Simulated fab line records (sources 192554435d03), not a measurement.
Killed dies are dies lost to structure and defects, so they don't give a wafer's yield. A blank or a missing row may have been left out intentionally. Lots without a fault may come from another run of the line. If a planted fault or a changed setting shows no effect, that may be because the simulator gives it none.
fab line records + flow n5-finfet
[record]
- lots = 7
- wafers = 39
route steps=1938 shown BEOL_M5@1160 BEOL_M7@1329
start-h: start of the lot's first displayed wafer, in hours after the record's first day + wait-h: hours since the lot's step before + " unchanged from the row above + L1.1+2: several wafers, shown together as one row + - no value present, or no start provided + * or withheld: withheld + < > ~ a bound
route shown NAME@n: NAME is a module with steps in the file, n the number in the route of the first one + usual: mean/standard deviation taken from wafers without a fault + same: alike in all rows + chamber/n: place in a boat + sites: the reading at each site + _std_site: the standard deviation of these + _edge_site: the outer-site mean with the inner-site mean subtracted + radius-mm: how far each site lies from the wafer's centre + mask NAME#n: copy n + behind: the tool/chamber that last shaped the wafer + hold: cause of the lot's hold/its duration in hours/its outcome + device: whichever transistor did not switch (one of n, p or np) + end of line: the tests these same wafers got at the end of their route + a step without rows: its recipe alone + killed: count of dies lost to structure and defects at first sort (not the wafer's yield) + map: a wafer's dies, marking killed ones x, the rest . and places with no die _
set.NAME: the run value of the setting; set.NAME@STEP: its run value at that earlier step + model.NAME: the simulator's own value behind a step, which no gauge read
lots whose settings were changed on purpose; a table a step, a row a wafer
[[steps]]
[step N5_BEOL_M5_TRENCH_ETCH_37]
[recipe]
- chemistry = C4F6/O2
- target-depth-a = 716.52
- target = SiCOH_lowk
- time-s = 24.7
- ion-energy-ev = 250
- pressure-mtorr = 30
- source-w = 345
- bias-w = 185
- Ar_flow_sccm = 300
- C4F6_flow_sccm = 10
- O2_flow_sccm = 10
| lot.wafer | tool        | chamber | start-h | wait-h | set.target-depth-a | model.etch.depth-nm | model.BEOL_M5.feature-depth-nm | model.TiN_of_BEOL_M5_HM_DEP_02.thk-nm |
|-----------|-------------|---------|---------|--------|--------------------|---------------------|--------------------------------|---------------------------------------|
| L079.1    | rie-diel-02 | 3       | -       | -      | 716.52             | 72.37               | 72.4                           | 18                                    |
| L079.2    | "           | 1       | "       | "      | 981.7              | 95.29               | 95.2                           | 17.2                                  |
| L079.3    | "           | 0       | "       | "      | 981.7              | 94.76               | 94.8                           | 17.2                                  |
| L079.4    | "           | 0       | "       | "      | 716.52             | 69.45               | 69.4                           | 18                                    |
| L079.5    | "           | 1       | "       | "      | 716.52             | 69.17               | 69.2                           | 18                                    |
| L079.6    | "           | 3       | "       | "      | 981.7              | 99.52               | 99.6                           | 17                                    |
| L078.1+6  | rie-diel-02 | 2       | -       | -      | 966.9              | 95.96               | 96                             | 17.2                                  |
| L078.2    | "           | 0       | "       | "      | 966.9              | 92.79               | 92.8                           | 17                                    |
| L078.3    | "           | 3       | "       | "      | 716.52             | 72.89               | 72.8                           | 17.8                                  |
| L078.4    | "           | 0       | "       | "      | 716.52             | 69.12               | 69.2                           | 18.2                                  |
| L078.5    | "           | 3       | "       | "      | 716.52             | 73.54               | 73.6                           | 17.8                                  |
| L086.1    | rie-diel-04 | 1       | -       | -      | 1102               | 107.8               | 107.8                          | 16.6                                  |
| L086.2    | "           | 0       | "       | "      | 1102               | 105.5               | 105.6                          | 17.2                                  |
| L086.3    | "           | 3       | "       | "      | 716.52             | 71.25               | 71.2                           | 18                                    |
| L086.4    | "           | 2       | "       | "      | 716.52             | 71.7                | 71.6                           | 17.8                                  |
| L086.5    | "           | 2       | "       | "      | 716.52             | 72.39               | 72.4                           | 18                                    |
| L086.6    | "           | 1       | "       | "      | 1102               | 109                 | 109                            | 17                                    |
| L087.1    | rie-diel-04 | 2       | -       | -      | 716.52             | 71.7                | 71.8                           | 17.8                                  |
| L087.2    | "           | 0       | "       | "      | 716.52             | 68.13               | 68.2                           | 17.4                                  |
| L087.3    | "           | 1       | "       | "      | 716.52             | 69.32               | 69.4                           | 18                                    |
| L087.4    | "           | 3       | "       | "      | 716.52             | 70.48               | 70.4                           | 18                                    |
| L087.5    | "           | 3       | "       | "      | 716.52             | 70.96               | 71                             | 17.6                                  |
| L087.6    | "           | 2       | "       | "      | 716.52             | 71.47               | 71.4                           | 17.8                                  |
| L090.1    | rie-diel-04 | 0       | -       | -      | 716.52             | 68.02               | 68                             | 18                                    |
| L090.2    | "           | 1       | "       | "      | 716.52             | 70.88               | 70.8                           | 18                                    |
| L090.4    | "           | 3       | "       | "      | 716.52             | 71.51               | 71.6                           | 17.8                                  |
| L093.1    | rie-diel-05 | 2       | -       | -      | 716.52             | 70.97               | 71                             | 17.6                                  |
| L093.2    | "           | 0       | "       | "      | 716.52             | 70.82               | 70.8                           | 17.6                                  |
| L093.3    | "           | 3       | "       | "      | 716.52             | 71.38               | 71.4                           | 17.8                                  |
| L093.4    | "           | 1       | "       | "      | 716.52             | 72.22               | 72.2                           | 17.6                                  |
| L093.5    | "           | 0       | "       | "      | 716.52             | 71.11               | 71.2                           | 17.6                                  |
| L093.6    | "           | 3       | "       | "      | 716.52             | 70.62               | 70.6                           | 17.6                                  |
| L094.1    | rie-diel-05 | 0       | -       | -      | 716.52             | 71.32               | 71.4                           | 17.6                                  |
| L094.2    | "           | 2       | "       | "      | 974.3              | 96.59               | 96.6                           | 17.2                                  |
| L094.3    | "           | 3       | "       | "      | 974.3              | 97.29               | 97.2                           | 17.2                                  |
| L094.4    | "           | 1       | "       | "      | 716.52             | 72.07               | 72                             | 18                                    |
| L094.5    | "           | 2       | "       | "      | 716.52             | 71                  | 71                             | 18                                    |
| L094.6    | "           | 1       | "       | "      | 974.3              | 98.1                | 98                             | 17                                    |
[step N5_BEOL_M5_ETCH_41]
[recipe]
- chemistry = CH3F/O2
- target = SiCN
- target-depth-a = 315
- taper-deg = 2
- time-s = 56.7
- ion-energy-ev = 120
- mask-material = TiN
- pressure-mtorr = 30
- source-w = 395
- bias-w = 75
- Ar_flow_sccm = 150
- CH3F_flow_sccm = 30
- O2_flow_sccm = 20
[step N5_BEOL_M5_STRIP_91]
[recipe]
- chemistry = N2/H2
- time-s = 10
- power-w = 450
- temp-c = 40
- pressure-mtorr = 20
- rf-frequency-hz = 6e+07
- bias-power-w = 7
- n2-flow-sccm = 200
- h2-flow-sccm = 200
[step N5_BEOL_M5_OCD_MEAS_38]
[usual]
- trench-depth-nm = 70.9/1.4
| lot.wafer | tool   | chamber | start-h | wait-h | set.target-depth-a@BEOL_M5_TRENCH_ETCH_37 | trench-depth-nm |
|-----------|--------|---------|---------|--------|-------------------------------------------|-----------------|
| L079.1    | ocd-01 | -       | 216.86  | -      | 716.52                                    | 72.5            |
| L079.2    | "      | -       | "       | "      | 981.7                                     | 95.0            |
| L079.3    | "      | -       | "       | "      | 981.7                                     | 94.7            |
| L079.4    | "      | -       | "       | "      | 716.52                                    | 69.6            |
| L079.5    | "      | -       | "       | "      | 716.52                                    | 69.4            |
| L079.6    | "      | -       | "       | "      | 981.7                                     | 99.1            |
| L078.1    | ocd-02 | -       | 250.13  | -      | 966.9                                     | 96.5            |
| L078.2    | "      | -       | "       | "      | 966.9                                     | 93.3            |
| L078.3    | "      | -       | "       | "      | 716.52                                    | 73.1            |
| L078.4    | "      | -       | "       | "      | 716.52                                    | 69.4            |
| L078.5    | "      | -       | "       | "      | 716.52                                    | 73.1            |
| L078.6    | "      | -       | "       | "      | 966.9                                     | 96.0            |
| L086.1    | ocd-01 | -       | 260.65  | -      | 1102                                      | 108.1           |
| L086.2    | "      | -       | "       | "      | 1102                                      | 105.3           |
| L086.3    | "      | -       | "       | "      | 716.52                                    | 71.0            |
| L086.4    | "      | -       | "       | "      | 716.52                                    | 71.3            |
| L086.5    | "      | -       | "       | "      | 716.52                                    | 72.3            |
| L086.6    | "      | -       | "       | "      | 1102                                      | 108.6           |
| L087.1    | ocd-01 | -       | 282.50  | -      | 716.52                                    | 71.6            |
| L087.2    | "      | -       | "       | "      | 716.52                                    | 68.4            |
| L087.3    | "      | -       | "       | "      | 716.52                                    | 70.0            |
| L087.4    | "      | -       | "       | "      | 716.52                                    | 70.4            |
| L087.5    | "      | -       | "       | "      | 716.52                                    | 71.2            |
| L087.6    | "      | -       | "       | "      | 716.52                                    | 71.7            |
| L090.1    | ocd-01 | -       | 289.16  | -      | 716.52                                    | 68.0            |
| L090.2    | "      | -       | "       | "      | 716.52                                    | 71.0            |
| L090.4    | "      | -       | "       | "      | 716.52                                    | 71.2            |
| L093.1    | ocd-01 | -       | 309.69  | -      | 716.52                                    | 71.0            |
| L093.2    | "      | -       | "       | "      | 716.52                                    | 70.9            |
| L093.3    | "      | -       | "       | "      | 716.52                                    | 71.6            |
| L093.4    | "      | -       | "       | "      | 716.52                                    | 72.5            |
| L093.5    | "      | -       | "       | "      | 716.52                                    | 70.9            |
| L093.6    | "      | -       | "       | "      | 716.52                                    | 70.9            |
| L094.1    | ocd-02 | -       | 311.37  | -      | 716.52                                    | 71.0            |
| L094.2    | "      | -       | "       | "      | 974.3                                     | 96.2            |
| L094.3    | "      | -       | "       | "      | 974.3                                     | 97.5            |
| L094.4    | "      | -       | "       | "      | 716.52                                    | 71.9            |
| L094.5    | "      | -       | "       | "      | 716.52                                    | 71.0            |
| L094.6    | "      | -       | "       | "      | 974.3                                     | 98.5            |
[step N5_BEOL_M5_HM_STRIP_39]
[recipe]
- chemistry = peroxide-tin-strip
- material = TiN
- target-depth-a = 250
- temp-c = 50
- time-s = 158
[step N5_BEOL_M5_SRD_40]
[recipe]
- time-s = 30
- temp-c = 23
- rinse-liquid = diw
- dry = ipa-marangoni
[step N5_BEOL_M5_ECD_50]
[recipe]
- material = Cu
- target-thk-a = 3000
[step N5_BEOL_M5_ANNEAL_51]
[recipe]
- temp-c = 225
- time-s = 90
- ambient = N2
[step N5_BEOL_M5_CMP_52]
[recipe]
- stop-on = SiCOH_lowk
- t-overpolish-s = 6.9
- down-force-psi = 1
- platen-rpm = 50
- clearing-platen-down-force-psi = 1.5
- clearing-platen-rpm = 50
- post-cmp-clean = cu-alkaline
- target-thk-nm = 62
- clearing-platen-pad-velocity-m-s = 0.99484
- pad-velocity-m-s = 0.99484
| lot.wafer | tool   | chamber | start-h | wait-h | set.target-depth-a@BEOL_M5_TRENCH_ETCH_37 | model.Cu_of_BEOL_M5_ECD_50.thk-nm |
|-----------|--------|---------|---------|--------|-------------------------------------------|-----------------------------------|
| L079.3    | cmp-02 | 0       | 223.45  | 0.2    | 981.7                                     | 84.4                              |
| L079.1    | "      | 1       | "       | "      | 716.52                                    | 62.6                              |
| L079.2    | "      | 2       | "       | "      | 981.7                                     | 86.2                              |
| L079.4    | "      | 3       | "       | "      | 716.52                                    | 59                                |
| L079.5    | "      | 0       | "       | "      | 716.52                                    | 57.8                              |
| L079.6    | "      | 1       | "       | "      | 981.7                                     | 88.8                              |
| L078.1    | cmp-02 | 3       | 257.48  | 0.3    | 966.9                                     | 85.6                              |
| L078.2    | "      | 0       | "       | "      | 966.9                                     | 83.6                              |
| L078.3    | "      | 1       | "       | "      | 716.52                                    | 62.4                              |
| L078.4    | "      | 2       | "       | "      | 716.52                                    | 58.6                              |
| L078.6    | "      | 3       | "       | "      | 966.9                                     | 85.8                              |
| L078.5    | "      | 0       | "       | "      | 716.52                                    | 62.8                              |
| L086.4+3  | cmp-03 | 1,3     | 266.85  | 0.1    | 716.52                                    | 61                                |
| L086.2    | "      | 2       | "       | "      | 1102                                      | 96.8                              |
| L086.1    | "      | 0       | "       | "      | 1102                                      | 98.6                              |
| L086.6    | "      | 1       | "       | "      | 1102                                      | 99.8                              |
| L086.5    | "      | 2       | "       | "      | 716.52                                    | 63.4                              |
| L087.2    | cmp-02 | 0       | 289.17  | 0.2    | 716.52                                    | 57.8                              |
| L087.4    | "      | 1       | "       | "      | 716.52                                    | 59                                |
| L087.1+6  | "      | 2,0     | "       | "      | 716.52                                    | 60.6                              |
| L087.3    | "      | 3       | "       | "      | 716.52                                    | 58.2                              |
| L087.5    | "      | 1       | "       | "      | 716.52                                    | 58.6                              |
| L090.4    | cmp-04 | 3       | 295.79  | 0.1    | 716.52                                    | 63.8                              |
| L090.2    | "      | 1       | "       | "      | 716.52                                    | 60                                |
| L090.1    | "      | 2       | "       | "      | 716.52                                    | 59.8                              |
| L093.4    | cmp-02 | 2       | 316.18  | 0.1    | 716.52                                    | 63.8                              |
| L093.2    | "      | 3       | "       | "      | 716.52                                    | 60.2                              |
| L093.1+5  | "      | 0,3     | "       | "      | 716.52                                    | 62                                |
| L093.3    | "      | 1       | "       | "      | 716.52                                    | 61.8                              |
| L093.6    | "      | 2       | "       | "      | 716.52                                    | 61.6                              |
| L094.1    | cmp-02 | 1       | 317.73  | 0.3    | 716.52                                    | 62.2                              |
| L094.4    | "      | 2       | "       | "      | 716.52                                    | 63                                |
| L094.2    | "      | 3       | "       | "      | 974.3                                     | 87.2                              |
| L094.3    | "      | 0       | "       | "      | 974.3                                     | 88.6                              |
| L094.5    | "      | 1       | "       | "      | 716.52                                    | 62.4                              |
| L094.6    | "      | 2       | "       | "      | 974.3                                     | 88.8                              |
[step N5_BEOL_M5_THK_MEAS_53]
[recipe]
- thk-meas-gauge = xrf
- reads = Cu_of_BEOL_M5_ECD_50
[usual]
- M5_THK = 60.4/1.8
| lot.wafer | tool          | chamber | start-h | wait-h | set.target-depth-a@BEOL_M5_TRENCH_ETCH_37 | M5_THK[nm] |
|-----------|---------------|---------|---------|--------|-------------------------------------------|------------|
| L079.1    | film-metro-01 | -       | 223.75  | -      | 716.52                                    | 61.8       |
| L079.2    | "             | -       | "       | "      | 981.7                                     | 84.8       |
| L079.3    | "             | -       | "       | "      | 981.7                                     | 83.0       |
| L079.4    | "             | -       | "       | "      | 716.52                                    | 58.2       |
| L079.5    | "             | -       | "       | "      | 716.52                                    | 57.0       |
| L079.6    | "             | -       | "       | "      | 981.7                                     | 87.8       |
| L078.1    | film-metro-01 | -       | 257.77  | -      | 966.9                                     | 84.1       |
| L078.2    | "             | -       | "       | "      | 966.9                                     | 81.6       |
| L078.3    | "             | -       | "       | "      | 716.52                                    | 60.9       |
| L078.4    | "             | -       | "       | "      | 716.52                                    | 57.3       |
| L078.5    | "             | -       | "       | "      | 716.52                                    | 61.0       |
| L078.6    | "             | -       | "       | "      | 966.9                                     | 83.9       |
| L086.1    | film-metro-01 | -       | 267.14  | -      | 1102                                      | 96.7       |
| L086.2    | "             | -       | "       | "      | 1102                                      | 94.9       |
| L086.3    | "             | -       | "       | "      | 716.52                                    | 60.1       |
| L086.4    | "             | -       | "       | "      | 716.52                                    | 59.8       |
| L086.5    | "             | -       | "       | "      | 716.52                                    | 62.5       |
| L086.6    | "             | -       | "       | "      | 1102                                      | 97.8       |
| L087.1    | film-metro-02 | -       | 289.47  | -      | 716.52                                    | 59.9       |
| L087.2    | "             | -       | "       | "      | 716.52                                    | 57.2       |
| L087.3    | "             | -       | "       | "      | 716.52                                    | 58.1       |
| L087.4    | "             | -       | "       | "      | 716.52                                    | 58.6       |
| L087.5    | "             | -       | "       | "      | 716.52                                    | 58.1       |
| L087.6    | "             | -       | "       | "      | 716.52                                    | 60.1       |
| L090.1    | film-metro-02 | -       | 296.08  | -      | 716.52                                    | 60.0       |
| L090.2    | "             | -       | "       | "      | 716.52                                    | 60.1       |
| L090.4    | "             | -       | "       | "      | 716.52                                    | 64.2       |
| L093.1    | film-metro-02 | -       | 316.47  | -      | 716.52                                    | 61.5       |
| L093.2    | "             | -       | "       | "      | 716.52                                    | 60.0       |
| L093.3    | "             | -       | "       | "      | 716.52                                    | 61.2       |
| L093.4    | "             | -       | "       | "      | 716.52                                    | 63.4       |
| L093.5    | "             | -       | "       | "      | 716.52                                    | 61.9       |
| L093.6    | "             | -       | "       | "      | 716.52                                    | 61.5       |
| L094.1    | film-metro-02 | -       | 318.03  | -      | 716.52                                    | 62.9       |
| L094.2    | "             | -       | "       | "      | 974.3                                     | 87.8       |
| L094.3    | "             | -       | "       | "      | 974.3                                     | 88.9       |
| L094.4    | "             | -       | "       | "      | 716.52                                    | 63.6       |
| L094.5    | "             | -       | "       | "      | 716.52                                    | 62.9       |
| L094.6    | "             | -       | "       | "      | 974.3                                     | 89.7       |
[step N5_BEOL_M5_PRE_CLEAN_77]
[recipe]
- gas = NH3/H2
- time-s = 15
- temp-c = *
- rf-power-w = 300
[step N5_BEOL_M5_CO_CAP_78]
[recipe]
- material = Co
- target-thk-a = 20
- temp-c = 200
- precursor = CCTBA/H2
- pressure-torr = 30
- time-s = 102.1
[step N5_BEOL_M5_PRE_CLEAN_55]
[recipe]
- gas = NH3
- time-s = 15
- temp-c = withheld
- rf-power-w = 300
[step N5_BEOL_M5_DEP_56]
[recipe]
- material = SiCN
- target-thk-a = 80
- temp-c = withheld
- precursor = 3MS/NH3
- pressure-torr = 3
- rf-w = 202
- time-s = 14
[step N5_BEOL_M5_RS_MEAS_57]
[recipe]
- thk-meas-gauge = four-point-probe
- reads = Co_of_BEOL_M5_CO_CAP_78+Cu_of_BEOL_M5_ECD_50+Co_of_BEOL_M5_CVD_47+TaN_of_BEOL_M5_ALD_86
[usual]
- M5_RS = 0.395/0.013
| lot.wafer | tool          | chamber | start-h | wait-h | set.target-depth-a@BEOL_M5_TRENCH_ETCH_37 | M5_RS[ohm/sq] |
|-----------|---------------|---------|---------|--------|-------------------------------------------|---------------|
| L079.1    | film-metro-01 | -       | 224.01  | 0.0    | 716.52                                    | 0.382         |
| L079.2    | "             | -       | "       | "      | 981.7                                     | 0.262         |
| L079.3    | "             | -       | "       | "      | 981.7                                     | 0.268         |
| L079.4    | "             | -       | "       | "      | 716.52                                    | 0.410         |
| L079.5    | "             | -       | "       | "      | 716.52                                    | 0.420         |
| L079.6    | "             | -       | "       | "      | 981.7                                     | 0.252         |
| L078.1    | film-metro-01 | -       | 258.03  | 0.0    | 966.9                                     | 0.264         |
| L078.2    | "             | -       | "       | "      | 966.9                                     | 0.271         |
| L078.3    | "             | -       | "       | "      | 716.52                                    | 0.384         |
| L078.4    | "             | -       | "       | "      | 716.52                                    | 0.414         |
| L078.5    | "             | -       | "       | "      | 716.52                                    | 0.381         |
| L078.6    | "             | -       | "       | "      | 966.9                                     | 0.263         |
| L086.1    | film-metro-01 | -       | 267.41  | 0.0    | 1102                                      | 0.223         |
| L086.2    | "             | -       | "       | "      | 1102                                      | 0.229         |
| L086.3    | "             | -       | "       | "      | 716.52                                    | 0.394         |
| L086.4    | "             | -       | "       | "      | 716.52                                    | 0.394         |
| L086.5    | "             | -       | "       | "      | 716.52                                    | 0.375         |
| L086.6    | "             | -       | "       | "      | 1102                                      | 0.221         |
| L087.1    | film-metro-01 | -       | 289.73  | 0.0    | 716.52                                    | 0.396         |
| L087.2    | "             | -       | "       | "      | 716.52                                    | 0.421         |
| L087.3    | "             | -       | "       | "      | 716.52                                    | 0.416         |
| L087.4    | "             | -       | "       | "      | 716.52                                    | 0.410         |
| L087.5    | "             | -       | "       | "      | 716.52                                    | 0.413         |
| L087.6    | "             | -       | "       | "      | 716.52                                    | 0.396         |
| L090.1    | film-metro-02 | -       | 296.34  | 0.0    | 716.52                                    | 0.405         |
| L090.2    | "             | -       | "       | "      | 716.52                                    | 0.402         |
| L090.4    | "             | -       | "       | "      | 716.52                                    | 0.373         |
| L093.1    | film-metro-02 | -       | 316.73  | 0.0    | 716.52                                    | 0.386         |
| L093.2    | "             | -       | "       | "      | 716.52                                    | 0.401         |
| L093.3    | "             | -       | "       | "      | 716.52                                    | 0.388         |
| L093.4    | "             | -       | "       | "      | 716.52                                    | 0.373         |
| L093.5    | "             | -       | "       | "      | 716.52                                    | 0.386         |
| L093.6    | "             | -       | "       | "      | 716.52                                    | 0.388         |
| L094.1    | film-metro-01 | -       | 318.29  | 0.0    | 716.52                                    | 0.385         |
| L094.2    | "             | -       | "       | "      | 974.3                                     | 0.257         |
| L094.3    | "             | -       | "       | "      | 974.3                                     | 0.253         |
| L094.4    | "             | -       | "       | "      | 716.52                                    | 0.378         |
| L094.5    | "             | -       | "       | "      | 716.52                                    | 0.383         |
| L094.6    | "             | -       | "       | "      | 974.3                                     | 0.252         |
[step N5_BEOL_M7_DEP_56]
[recipe]
- material = SiCN
- target-thk-a = 100
- temp-c = withheld
- precursor = 3MS/NH3
- pressure-torr = 3
- rf-w = 202
- time-s = 17.5
| lot.wafer    | tool     | chamber | start-h | wait-h | set.time-s | model.SiCN_of_BEOL_M7_DEP_56.thk-nm |
|--------------|----------|---------|---------|--------|------------|-------------------------------------|
| L079.1+2+6   | pecvd-02 | 1,2,2   | 240.08  | 0.0    | 13.68      | 7.6                                 |
| L079.3       | "        | 0       | "       | "      | 17.5       | 9.8                                 |
| L079.4       | "        | 0       | "       | "      | 17.5       | 10.2                                |
| L079.5       | "        | 1       | "       | "      | 17.5       | 10                                  |
| L078.1       | pecvd-01 | 2       | 277.27  | 0.0    | 21.8       | 12.2                                |
| L078.2+4+5   | "        | 0,0,2   | "       | "      | 17.5       | 10                                  |
| L078.3+6     | "        | 1       | "       | "      | 21.8       | 12.4                                |
| L086.1+5+6   | pecvd-04 | 1,2,1   | 284.77  | 0.0    | 27.78      | 15.6                                |
| L086.2+3+4   | "        | 2,0,0   | "       | "      | 17.5       | 9.8                                 |
| L087.1       | pecvd-04 | 1       | 311.53  | 0.0    | 17.5       | 10                                  |
| L087.2       | "        | 0       | "       | "      | 20.69      | 11.8                                |
| L087.3+5     | "        | 1,0     | "       | "      | 17.5       | 10.2                                |
| L087.4+6     | "        | 0,1     | "       | "      | 20.69      | 12                                  |
| L090.1+2+4   | pecvd-04 | 0,1,1   | 313.43  | 0.0    | 17.5       | 10                                  |
| L093.1+3+5+6 | pecvd-02 | 0,1,2,1 | 334.78  | 0.0    | 17.5       | 10                                  |
| L093.2       | "        | 2       | "       | "      | 17.5       | 9.8                                 |
| L093.4       | "        | 0       | "       | "      | 17.5       | 10.2                                |
| L094.1+2     | pecvd-04 | 0,2     | 336.62  | 0.0    | 17.5       | 9.8                                 |
| L094.3+5+6   | "        | 1,0,1   | "       | "      | 17.5       | 10                                  |
| L094.4       | "        | 2       | "       | "      | 17.5       | 10.2                                |
[[key]]
[split]
- step = N5_BEOL_M5_TRENCH_ETCH_37
- setting = target-depth-a
- stated = 716.52
- by = wafer
[response]
- step = N5_BEOL_M5_TRENCH_ETCH_37
- reading = model.etch.depth-nm
- change = +0.682
- per = 1%
- r = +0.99
[response]
- step = N5_BEOL_M5_TRENCH_ETCH_37
- reading = model.BEOL_M5.feature-depth-nm
- change = +0.682
- per = 1%
- r = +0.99
[response]
- step = N5_BEOL_M5_TRENCH_ETCH_37
- reading = model.TiN_of_BEOL_M5_HM_DEP_02.thk-nm
- change = -0.0207
- per = 1%
- r = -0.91
[response]
- step = N5_BEOL_M5_OCD_MEAS_38
- reading = trench-depth-nm
- change = +0.684
- per = 1%
- r = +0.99
[response]
- step = N5_BEOL_M5_CMP_52
- reading = model.Cu_of_BEOL_M5_ECD_50.thk-nm
- change = +0.695
- per = 1%
- r = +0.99
[response]
- step = N5_BEOL_M5_THK_MEAS_53
- reading = M5_THK
- change = +0.683
- per = 1%
- r = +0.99
[response]
- step = N5_BEOL_M5_RS_MEAS_57
- reading = M5_RS
- change = -0.00341
- per = 1%
- r = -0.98
[split]
- step = N5_BEOL_M7_DEP_56
- setting = time-s
- stated = 17.5
- by = wafer
[response]
- step = N5_BEOL_M7_DEP_56
- reading = model.SiCN_of_BEOL_M7_DEP_56.thk-nm
- change = +0.0994
- per = 1%
- r = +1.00
